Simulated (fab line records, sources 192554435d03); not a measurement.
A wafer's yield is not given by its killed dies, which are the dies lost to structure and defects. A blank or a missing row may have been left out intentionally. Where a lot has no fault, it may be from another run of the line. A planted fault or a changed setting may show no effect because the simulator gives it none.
A lot that was struck, set against a sound lot -- flow n5 finfet -- 43 steps out of a route of 1938
Sound: the wafers L147.1, L147.3, L147.6. Struck: wafer L168.2; the same lot's L168.5 was not struck, so it is left out; see the end for the cause.
For every step that has rows: the tool of each side, followed by ch and its chambers, followed by its first start. Under that, the readings that differ: sound wafers -- struck wafers -- difference of the means -- sigmas: that difference in standard deviations of wafers without a fault.
alike: same words and numbers on both sides, and readings whose means sit less than 2 such deviations apart. not compared: any withheld reading, any reading some wafer has no value for, any bound like >300 that may hide the same value, and any number with overlapping values for which the record gives no deviation.
A row with sigmas, a row that says differs or no value, or rows on one side alone: a step with any of these is where the two part. Numbers that don't overlap but have no deviation are shown without sigmas and don't part them. A reading that every wafer of one side lacks parts them only if that side has two wafers or more.

N5_BEOL_M1_INSPECT_30: inspects for defects (brightfield).
  sound: defect inspect-02 at day 6 13:38; struck: defect inspect-01 at day 11 17:25
  alike: raw defect count
then, 4 steps without rows for these wafers: N5_BEOL_M1_DESCUM_33 (chemistry O2, time 7 s); N5_BEOL_M1_ETCH_77 (etches underlayer in N2/H2, target depth 6.5 nm, time 5.2 s); N5_BEOL_M1_ETCH_69 (etches SiARC in CF4, target depth 15.6 nm, time 26 s); N5_BEOL_M1_ALD_98 (deposits SiO2, target thk 2.5 nm, pulse time 1 s, co reactant pulse time 1 s).
N5_BEOL_M1_ETCHBACK_99: etches SiO2 in CHF3, target depth 5 nm, time 10.4 s.
  sound on rie diel-01 ch 2,3, day 6 15:48; struck on rie diel-01 ch 2, day 12 04:05
reading,sound,struck,difference,sigmas
throttle valve pct (%),17.22 16.81 16.81,17.27,+0.32,+2
  alike: drypump motor current A, oes_ar_750_au, oes product au, rf vpp V, showerhead plenum p Torr
  not compared: rf hours counter h
then, 6 steps without rows for these wafers: N5_BEOL_M1_ETCH_70 (etches SOC in N2/H2, target depth 80 nm, overetch 16 nm, time 120 s); N5_BEOL_M1_STRIP_71 (strips in N2/H2); N5_BEOL_M1_STRIP_78 (strips in N2/H2); N5_BEOL_M1_VIA_ETCH_34 (etches the open film in C4F6/O2, target depth 67.8 nm, time 64.4 s); N5_BEOL_M1_STRIP_83 (strips in C4F6/O2); N5_BEOL_M1_STRIP_36 (strips in N2/H2).
N5_BEOL_M1_TRENCH_ETCH_37: etches SiOC in C4F6/O2, target depth 55.207 nm, time 29 s.
  sound on rie diel-01 ch 2,3, day 6 16:02; struck on rie diel-01 ch 2, day 12 04:19
reading,sound,struck,difference,sigmas
oes product au (a.u.),0.84 0.95 0.94,0.56,-0.35,-4
model.etch.depth nm (nm),55.26 56.06 56.41,29.17,-26.74,
model.BEOL_M1.feature depth nm (nm),55.2 56 56.4,29.2,-26.7,
model.TiN_of_BEOL_M1_HM_DEP_02.thk nm (nm),17.8 17.8 17.8,19,+1,
  alike: drypump motor current A, oes_ar_750_au, rf vpp V, showerhead plenum p Torr, throttle valve pct
  not compared: rf hours counter h
then, 1 step without rows for these wafers: N5_BEOL_M1_ETCH_41 (etches SiCN in CH3F/O2, target depth 31.9 nm, time 57.8 s).
N5_BEOL_M1_STRIP_97: strips in N2/H2, time 10 s.
  sound on rie diel-01 ch 2,3; struck on rie diel-01 ch 2
  alike: drypump motor current A, h2 flow sccm, oes product au, rf vpp V, showerhead plenum p Torr, throttle valve pct
  not compared: rf hours counter h
N5_BEOL_M1_OCD_MEAS_38:
  sound: ocd-01 at day 6 16:11; struck: ocd-01 at day 12 04:29
reading,sound,struck,difference,sigmas
trench depth nm (nm),55.8 56.2 56.8,29.7,-26.6,-35
then, 4 steps without rows for these wafers: N5_BEOL_M1_HM_STRIP_39 (strips TiN in peroxide tin strip, target depth 25 nm, time 158 s); N5_BEOL_M1_SRD_40 (time 30 s); N5_BEOL_M1_PRECLEAN_42 (cleans in residue remover, time 60 s); N5_BEOL_M1_SRD_43 (time 30 s).
N5_BEOL_M1_CD_MEAS_35: target cd 18 nm, target cd y 21 nm.
  sound: cd sem-01 at day 6 16:22; struck: cd sem-02 at day 12 04:38
  alike: cd nm
then, 11 steps without rows for these wafers: N5_BEOL_M1_DEGAS_44 (time 60 s); N5_BEOL_M1_PRE_CLEAN_45 (time 30 s); N5_BEOL_M1_ALD_84 (deposits TaN, pulse time 2 s, purge time 3 s, co reactant purge time 2 s); N5_BEOL_M1_SURFACE_TREAT_85; N5_BEOL_M1_CVD_47 (deposits Co from CCTBA/H2, target thk 3 nm, time 223.8 s); N5_BEOL_M1_SPUTTER_48 (material Cu, target thk 4.5 nm, time 8.29 s); N5_BEOL_M1_ANNEAL_49 (time 240 s); N5_BEOL_M1_SPUTTER_79 (material Cu, target thk 4.5 nm, time 8.29 s); N5_BEOL_M1_ANNEAL_80 (time 240 s); N5_BEOL_M1_SPUTTER_81 (material Cu, target thk 4.5 nm, time 8.29 s); N5_BEOL_M1_ANNEAL_82 (time 240 s).
N5_BEOL_M1_SPUTTER_86: material Cu, target thk 4.5 nm, time 8.29 s.
  sound: pvd sputter-03 at day 6 17:56; struck: pvd sputter-02 at day 12 05:53
reading,sound,struck,difference,sigmas
chuck sensor temp C (C),-15.3 -15.8 -16.1,-18.0,-2.3,-3
  alike: throttle valve pct
N5_BEOL_M1_ANNEAL_87: time 240 s.
  sound: pvd sputter-03 at day 6 18:01; struck: pvd sputter-02 at day 12 05:58
  alike: heater power w
then, 6 steps without rows for these wafers: N5_BEOL_M1_SPUTTER_88 (material Cu, target thk 4.5 nm, time 8.29 s); N5_BEOL_M1_ANNEAL_89 (time 240 s); N5_BEOL_M1_SPUTTER_90 (material Cu, target thk 4.5 nm, time 8.29 s); N5_BEOL_M1_ANNEAL_91 (time 240 s); N5_BEOL_M1_SPUTTER_92 (material Cu, target thk 4.5 nm, time 8.29 s); N5_BEOL_M1_ANNEAL_93 (time 240 s).
N5_BEOL_M1_SPUTTER_94: material Cu, target thk 4.5 nm, time 8.29 s.
  sound: pvd sputter-03 at day 6 18:49; struck: pvd sputter-02 at day 12 06:46
reading,sound,struck,difference,sigmas
chuck sensor temp C (C),-15.4 -15.7 -16.2,-18.0,-2.2,-3
throttle valve pct (%),28.2 29.3 28.4,30.8,+2.2,+2
then, 1 step without rows for these wafers: N5_BEOL_M1_ANNEAL_95 (time 240 s).
-- a jump in the record: the struck wafers' starts before and after are 5 days apart (it breaks off in module BEOL_M1 and resumes in module BEOL_M4, where the first step shown is number 1111 of the route) --
N5_BEOL_M4_RC_MEAS_101:
  sound on prober-01 ch 0, day 9 18:02; struck on prober-01 ch 0, day 17 16:58
reading,sound,struck,difference,sigmas
CHAIN_V0 (ohm/link),237 231 230,268,+35,+4
CHAIN_V0_max_site (ohm/link),245 240 239,277,+36,+4
  alike: DIBL_N, DIBL_P, IOFF_N, IOFF_P, ION_N, ION_P, SS_N, SS_P, VT_N, VT_P

WHERE THEY PART
First at N5_BEOL_M1_ETCHBACK_99; last, within this record, at N5_BEOL_M4_RC_MEAS_101.

WHY: what the simulator had put in
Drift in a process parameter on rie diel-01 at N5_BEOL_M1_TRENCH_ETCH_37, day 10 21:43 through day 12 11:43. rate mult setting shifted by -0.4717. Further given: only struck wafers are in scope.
